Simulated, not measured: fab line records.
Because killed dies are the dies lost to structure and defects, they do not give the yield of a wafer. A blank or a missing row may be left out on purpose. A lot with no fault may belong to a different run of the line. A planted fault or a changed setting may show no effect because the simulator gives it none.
Matching of chambers + flow nand_harc + 3 sister chambers for NHARC_A_M0_DEP_32 on pecvd-02
The step deposits SiCN, target thk 30 nm. 14 wafers are shown with their chamber, then 7 later ones without.

WAFERS, EACH WITH ITS CHAMBER
| wafer  | chamber | heater_power_w (W) |
|--------|---------|--------------------|
| L635.1 | 2       | 719                |
| L635.2 | 1       | 517                |
| L635.3 | 0       | 722                |
| L636.1 | 2       | 690                |
| L636.3 | 1       | 609                |
| L636.5 | 2       | 691                |
| L637.3 | 1       | 542                |
| L637.5 | 0       | 740                |
| L637.6 | 1       | 535                |
| L634.3 | 1       | 561                |
| L634.4 | 0       | 678                |
| L634.5 | 2       | 712                |
| L638.1 | 2       | 719                |
| L638.2 | 1       | 595                |

SIGNATURES, as means of the wafers listed above
| reading        | chamber 0 | chamber 1 | chamber 2 | scatter within a chamber |
|----------------|-----------|-----------|-----------|--------------------------|
| heater_power_w | 713.33    | 559.83    | 706.20    | 29.1                     |
Rule: distance of a wafer from a chamber = root of the sum over the readings of ((wafer's reading minus chamber's mean) / reading's scatter) squared. If the next closest chamber is less than 2 further off than the closest, the wafer can't be placed; otherwise it belongs to the closest. The scatter: take each reading less its chamber's mean, square it, sum over the shown wafers, divide by the number of wafers less the number of chambers, and take the root.

WAFERS WITHOUT THEIR CHAMBER
| wafer  | heater_power_w (W) |
|--------|--------------------|
| L638.5 | 586                |
| L647.1 | 598                |
| L647.2 | 726                |
| L647.5 | 678                |
| L655.2 | 658                |
| L655.3 | 605                |
| L655.6 | 669                |

CHAMBER TAKEN BY EACH
| wafer  | from the rows above          | in truth |
|--------|------------------------------|----------|
| L638.5 | 1                            | 1        |
| L647.1 | 1                            | 1        |
| L647.2 | can't be placed: 0 or 2      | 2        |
| L647.5 | can't be placed: 2 or 0      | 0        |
| L655.2 | can't be placed: 2 or 0 or 1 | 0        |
| L655.3 | can't be placed: 1 or 2      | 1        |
| L655.6 | can't be placed: 2 or 0      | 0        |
2 of 7 placed correctly. Not placeable from these rows: 5 (in 5, the candidates include the true chamber). Placed wrongly: 0.
